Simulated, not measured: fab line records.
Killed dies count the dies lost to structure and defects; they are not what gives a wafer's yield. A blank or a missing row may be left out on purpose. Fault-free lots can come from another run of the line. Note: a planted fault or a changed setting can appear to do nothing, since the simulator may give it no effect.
Which of the tools did it? -- flow n5_finfet -- 11 lots, 33 wafers sampled, at 4 steps of a route of 1938

== WHAT THE GAUGES READ, wafer by wafer ==
N5_BEOL_M9_INSPECT_13: inspects for defects (brightfield). Usual: 434 for raw_defect_count, sd 130.
lot,measured,on,raw_defect_count,flag
L531,day 10 01:38,defect_inspect-02,255 274 299,
L532,day 10 08:47,defect_inspect-02,399 490 539,
L533,day 10 09:58,defect_inspect-01,427 400 336,
L536,day 11 07:29,defect_inspect-01,589 441 463,
L540,day 12 22:04,defect_inspect-02,404 263 392,
L542,day 12 23:51,defect_inspect-02,535 532 498,
L543,day 13 21:45,defect_inspect-01,569 555 688,
L544,day 13 21:39,defect_inspect-02,785 641 802,
L546,day 14 06:31,defect_inspect-02,260 290 354,
L550,day 15 18:09,defect_inspect-02,652 562 332,
L552,day 16 15:34,defect_inspect-02,260 272 312,

== EACH LOT AND THE TOOL THAT RAN IT (in order: tool; ch and the chambers of the sampled wafers; start) ==
lot,N5_BEOL_M8_DESCUM_16,N5_BEOL_M8_ALD_77,N5_BEOL_M8_DEP_56
L531,"rie_diel-04 ch 2,3, day 9 17:44","ald_metal-02 ch 0,1,2, day 9 22:17","pecvd-03 ch 0,1, day 10 00:16"
L532,"rie_diel-05 ch 0,1, day 10 01:31","ald_metal-04 ch 0,3, day 10 04:49","pecvd-04 ch 0,1, day 10 06:57"
L533,"rie_diel-06 ch 1,2,3, day 10 03:32","ald_metal-03 ch 0,1, day 10 05:51","pecvd-01 ch 1,2, day 10 07:30"
L536,"rie_diel-04 ch 0,1, day 11 01:05","ald_metal-02 ch 0,1,2, day 11 03:40","pecvd-04 ch 1,2, day 11 05:11"
L540,"rie_diel-04 ch 0,1,3, day 12 14:28","ald_metal-04 ch 0,2,3, day 12 18:31","pecvd-03 ch 0,1, day 12 20:23"
L542,"rie_diel-04 ch 0,2, day 12 14:43","ald_metal-03 ch 1,2,3, day 12 19:42","pecvd-03 ch 0,1,2, day 12 21:33"
L543,"rie_diel-04 ch 0,1,2, day 13 14:23","ald_metal-03 ch 1,2,3, day 13 17:51","pecvd-04 ch 0,2, day 13 19:27"
L544,"rie_diel-05 ch 0,1,3, day 13 14:41","ald_metal-02 ch 0,1,2, day 13 17:32","pecvd-04 ch 1,2, day 13 19:11"
L546,"rie_diel-05 ch 0,1,3, day 13 21:49","ald_metal-03 ch 0,3, day 14 00:55","pecvd-01 ch 0,1,2, day 14 02:32"
L550,"rie_diel-04 ch 1,2, day 15 06:07","ald_metal-02 ch 1,2,3, day 15 09:56","pecvd-03 ch 1,2, day 15 11:47"
L552,"rie_diel-06 ch 0,1,2, day 16 04:57","ald_metal-04 ch 1,2, day 16 09:20","pecvd-01 ch 0,2, day 16 11:52"
- N5_BEOL_M8_DESCUM_16: chemistry O2, time 7.9 s.
- N5_BEOL_M8_ALD_77: deposits TaN, target thk 2 nm, pulse time 2 s, purge time 3 s.
- N5_BEOL_M8_DEP_56: deposits SiCN from 3MS/NH3, target thk 10 nm, time 17.5 s.

== AS READ BY THE TOOLS THEMSELVES (means over the sampled wafers that have a number; for cases with no such wafer, the mark the record gives instead) ==
N5_BEOL_M8_DESCUM_16. Usual: drypump_motor_current_A 5.7 A, standard deviation 0.4; oes_product_au 0.80 a.u., standard deviation 0.1; rf_fwd_power_W 49.33 W, standard deviation 0.23; rf_vpp_V 243.0 V, standard deviation 1.5; showerhead_plenum_p_Torr 2.09 Torr, standard deviation 0.097; throttle_valve_pct 20.32 %, standard deviation 0.27.
lot,tool,drypump_motor_current_A (A),oes_product_au (a.u.),rf_fwd_power_W (W),rf_vpp_V (V),showerhead_plenum_p_Torr (Torr),throttle_valve_pct (%),flag
L531,rie_diel-04,5.5,0.81,49.49,243.6,2.09,20.18,
L532,rie_diel-05,5.8,0.93,49.31,243.7,2.20,20.35,
L533,rie_diel-06,6.0,0.74,49.43,242.3,2.02,20.52,
L536,rie_diel-04,5.5,0.86,49.23,243.8,2.17,20.13,
L540,rie_diel-04,5.4,0.80,49.52,242.5,2.09,20.08,
L542,rie_diel-04,5.7,0.84,49.27,244.5,2.22,20.35,
L543,rie_diel-04,5.6,0.75,49.08,242.9,2.14,20.36,
L544,rie_diel-05,5.8,0.86,49.03,243.1,2.11,20.36,
L546,rie_diel-05,5.8,0.86,49.33,242.7,2.11,20.34,
L550,rie_diel-04,5.4,0.67,49.38,242.7,2.04,20.38,
L552,rie_diel-06,6.0,0.88,49.46,243.8,2.10,20.37,

N5_BEOL_M8_ALD_77. Usual: 432 W for heater_power_w, sd 56.
lot,tool,heater_power_w (W),flag
L531,ald_metal-02,424,
L532,ald_metal-04,465,
L533,ald_metal-03,448,
L536,ald_metal-02,432,
L540,ald_metal-04,460,
L542,ald_metal-03,472,
L543,ald_metal-03,475,
L544,ald_metal-02,426,
L546,ald_metal-03,435,
L550,ald_metal-02,397,
L552,ald_metal-04,456,

N5_BEOL_M8_DEP_56. Usual: rf_fwd_power_W 199.9 W, standard deviation 1.1; showerhead_plenum_p_Torr 3.660 Torr, standard deviation 0.012; throttle_valve_pct 9.1 %, standard deviation 0.52.
lot,tool,rf_fwd_power_W (W),showerhead_plenum_p_Torr (Torr),throttle_valve_pct (%),flag
L531,pecvd-03,199.2,3.672,9.2,
L532,pecvd-04,199.8,3.667,9.6,
L533,pecvd-01,199.6,3.646,9.2,
L536,pecvd-04,198.9,3.657,8.5,
L540,pecvd-03,198.7,3.670,9.3,
L542,pecvd-03,200.0,3.671,9.0,
L543,pecvd-04,199.7,3.658,9.3,
L544,pecvd-04,200.0,3.663,8.7,
L546,pecvd-01,200.5,3.648,9.1,
L550,pecvd-03,200.3,3.667,9.0,
L552,pecvd-01,200.0,3.647,9.0,

== THE ANSWER, worked out from the rows above alone ==
Rule: a lot counts as off when the mean over its wafers that have a number is more than 3 standard deviations away from the usual mean. Also off: a lot with no number at a reading for which 4 or more lots have one. Where the step has rows for the other lots, those lots are counted as sound. After the gauges, taken in route order, come the tools' own readings; for these a lot's mean is taken, as printed above. At the first step where some lot is off, the reading lying furthest off is the one used; lots without a number count as furthest.
No lot is off on any of the readings shown, so nothing can be concluded from this.

== WHAT THE SIMULATOR PUT IN ==
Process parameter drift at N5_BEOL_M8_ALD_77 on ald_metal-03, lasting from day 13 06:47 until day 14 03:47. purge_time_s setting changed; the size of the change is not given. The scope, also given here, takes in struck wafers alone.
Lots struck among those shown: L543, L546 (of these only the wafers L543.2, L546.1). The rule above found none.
